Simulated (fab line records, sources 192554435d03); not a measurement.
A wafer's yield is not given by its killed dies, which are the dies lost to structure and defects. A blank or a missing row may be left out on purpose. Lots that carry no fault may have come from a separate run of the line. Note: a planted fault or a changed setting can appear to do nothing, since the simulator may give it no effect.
A lot that was struck, set against a sound lot :: flow n5Finfet :: 19 steps out of a route of 1938
Sound: wafers L843.1, L843.3, L843.5. Struck: wafers L857.3, L857.4, L857.5. The cause is given at the end.
For every step that has rows: the tool of each side, followed by ch and its chambers, followed by its first start. Under that, the readings that differ: sound wafers :: struck wafers :: difference of the means :: sigmas: that difference in standard deviations of wafers without a fault.
alike: words and numbers the same on both sides, and readings whose means are apart by under 2 such deviations; not compared: readings that were withheld, readings missing a value for some wafer, numbers with overlapping values and no deviation given by the record, and bounds like >300 which may hide the same value.
A row with sigmas, a row that says differs or no value, or rows on one side alone: a step with any of these is where the two part. Numbers that don't overlap but have no deviation are shown without sigmas and don't part them. A reading that every wafer of one side lacks parts them only if that side has two wafers or more.

first, 8 steps without rows for these wafers: N5_BEOL_M11_DESCUM_16 (chemistry O2, time 7.9 s); N5_BEOL_M11_ETCH_61 (etches SiARC in CF4, target depth 39 nm, time 65 s); N5_BEOL_M11_ETCH_62 (etches SOC in N2/H2, target depth 110 nm, overetch 22 nm, time 165 s); N5_BEOL_M11_STRIP_68 (strips in N2/H2); N5_BEOL_M11_STRIP_67 (strips in CF4); N5_BEOL_M11_HM_OPEN_17 (chemistry Cl2/BCl3, target TiN, target depth 20 nm, overetch 6 nm); N5_BEOL_M11_STRIP_19 (strips in O2); N5_BEOL_M11_COAT_63 (time 60 s, resist thk 100 nm).
N5_BEOL_M11_COAT_64: time 60 s, resist thk 30 nm.
  sound on lithoTrack-02 ch 0, day 11 02:09; struck on lithoTrack-02 ch 0, day 14 11:44
reading: spinSpeedRpm (rpm)
sound: 1497.8 1498.5 1500.5
struck: 1448.4 1450.9 1450.5
difference: -49.0
sigmas: -45

reading: model.SiARC_of_BEOL_M11_COAT_64.thkNm (nm)
sound: 30 30 30.2
struck: 30.6 30.6 30.6
difference: +0.5
sigmas: 
  alike: plateTempC
then, 7 steps without rows for these wafers: N5_BEOL_M11_COAT_22 (resist thk 90 nm); N5_BEOL_M11_EBR_24; N5_BEOL_M11_SOFTBAKE_23 (time 60 s); N5_BEOL_M11_EXPOSE_25 (exposes mask V10); N5_BEOL_M11_PEB_26 (peb time 60 s); N5_BEOL_M11_DEVELOP_27 (develop time 30 s); N5_BEOL_M11_DESCUM_33 (chemistry O2, time 7.9 s).
N5_BEOL_M11_ETCH_65: etches SiARC in CF4, target depth 39 nm, time 65 s.
  sound on rieDiel-05 ch 0,2,3, day 11 02:39; struck on rieDiel-04 ch 1,2, day 14 12:14
reading: model.etch.depthNm (nm)
sound: 30.01 30.01 30.11
struck: 30.63 30.64 30.61
difference: +0.58
sigmas: 

reading: model.CAR-ArF_of_BEOL_M11_COAT_22.thkNm (nm)
sound: 55.2 55.4 55.2
struck: 55 54.8 55
difference: +0
sigmas: 
  alike: drypumpMotorCurrentA, etchRfOnTimeS, oesProductAu, rfVppV, showerheadPlenumPTorr, throttleValvePct
  not compared: rfHoursCounterH
N5_BEOL_M11_ETCH_66: etches SOC in N2/H2, target depth 120 nm, overetch 24 nm, time 180 s.
  sound on rieDiel-05 ch 0,2,3, day 11 02:42; struck on rieDiel-04 ch 1,2, day 14 12:17
  alike: drypumpMotorCurrentA, oesProductAu, rfVppV, showerheadPlenumPTorr, throttleValvePct
  not compared: rfHoursCounterH, model.SiARC_of_BEOL_M11_COAT_64.thkNm
then, 1 step without rows for these wafers: N5_BEOL_M11_STRIP_69 (strips in N2/H2).

## WHERE THEY PART
N5_BEOL_M11_COAT_64 only, going by this record. Later steps at which nothing parts them and some readings are alike: N5_BEOL_M11_ETCH_65, N5_BEOL_M11_ETCH_66.

WHY: what had been put in by the simulator
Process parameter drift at N5_BEOL_M11_COAT_64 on lithoTrack-02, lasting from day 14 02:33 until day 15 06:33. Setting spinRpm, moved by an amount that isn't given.
